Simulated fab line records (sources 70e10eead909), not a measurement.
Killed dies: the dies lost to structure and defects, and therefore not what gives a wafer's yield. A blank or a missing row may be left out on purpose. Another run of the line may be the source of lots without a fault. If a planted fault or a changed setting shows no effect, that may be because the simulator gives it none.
Matching of chambers || flow nandHarc || 4 sister chambers for NHARC_P_CONTACT_CMP_01 on cmp-02
The step polishes SiO2, target thk 200 nm. 8 wafers are shown with their chamber, then 8 later ones without.

WAFERS, EACH WITH ITS CHAMBER
{"wafer": "L076.1", "chamber": 3, "motorCurrentA (A)": 12.0}
{"wafer": "L086.1", "chamber": 3, "motorCurrentA (A)": 12.2}
{"wafer": "L086.3", "chamber": 2, "motorCurrentA (A)": 11.5}
{"wafer": "L087.5", "chamber": 0, "motorCurrentA (A)": 13.4}
{"wafer": "L090.1", "chamber": 0, "motorCurrentA (A)": 13.1}
{"wafer": "L090.2", "chamber": 1, "motorCurrentA (A)": 12.8}
{"wafer": "L090.6", "chamber": 1, "motorCurrentA (A)": 13.1}
{"wafer": "L092.3", "chamber": 2, "motorCurrentA (A)": 11.3}

WAFERS WITH NO CHAMBER GIVEN
{"wafer": "L092.4", "motorCurrentA (A)": 13.6}
{"wafer": "L092.5", "motorCurrentA (A)": 13.0}
{"wafer": "L094.1", "motorCurrentA (A)": 12.9}
{"wafer": "L094.2", "motorCurrentA (A)": 11.1}
{"wafer": "L094.6", "motorCurrentA (A)": 11.5}
{"wafer": "L095.2", "motorCurrentA (A)": 12.1}
{"wafer": "L095.5", "motorCurrentA (A)": 11.5}
{"wafer": "L095.6", "motorCurrentA (A)": 12.6}

EACH ONE'S CHAMBER
{"wafer": "L092.4", "from the rows above": "can't be placed: 0 or 1", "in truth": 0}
{"wafer": "L092.5", "from the rows above": "can't be placed: 1 or 0", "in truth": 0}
{"wafer": "L094.1", "from the rows above": "can't be placed: 1 or 0", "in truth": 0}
{"wafer": "L094.2", "from the rows above": 2, "in truth": 2}
{"wafer": "L094.6", "from the rows above": 2, "in truth": 2}
{"wafer": "L095.2", "from the rows above": 3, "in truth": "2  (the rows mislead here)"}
{"wafer": "L095.5", "from the rows above": 2, "in truth": 2}
{"wafer": "L095.6", "from the rows above": "can't be placed: 1 or 3 or 0", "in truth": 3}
Correctly placed: 3 of 8. From these rows, 4 cannot be placed; in 4 the true chamber is one of the candidates. Placed wrongly: 1.
How it was worked out, from the rows above alone: a wafer's distance from a chamber is the root of the sum, over the readings, of the square of ((its reading less the chamber's mean) divided by the reading's scatter). The wafer belongs to the nearest chamber; if the next one is less than 2 further off, it can't be placed. A chamber's mean is the mean of its shown wafers. The scatter is the square root of a quotient: the sum, over the shown wafers, of each reading's squared deviation from its chamber's mean, divided by wafers minus chambers.
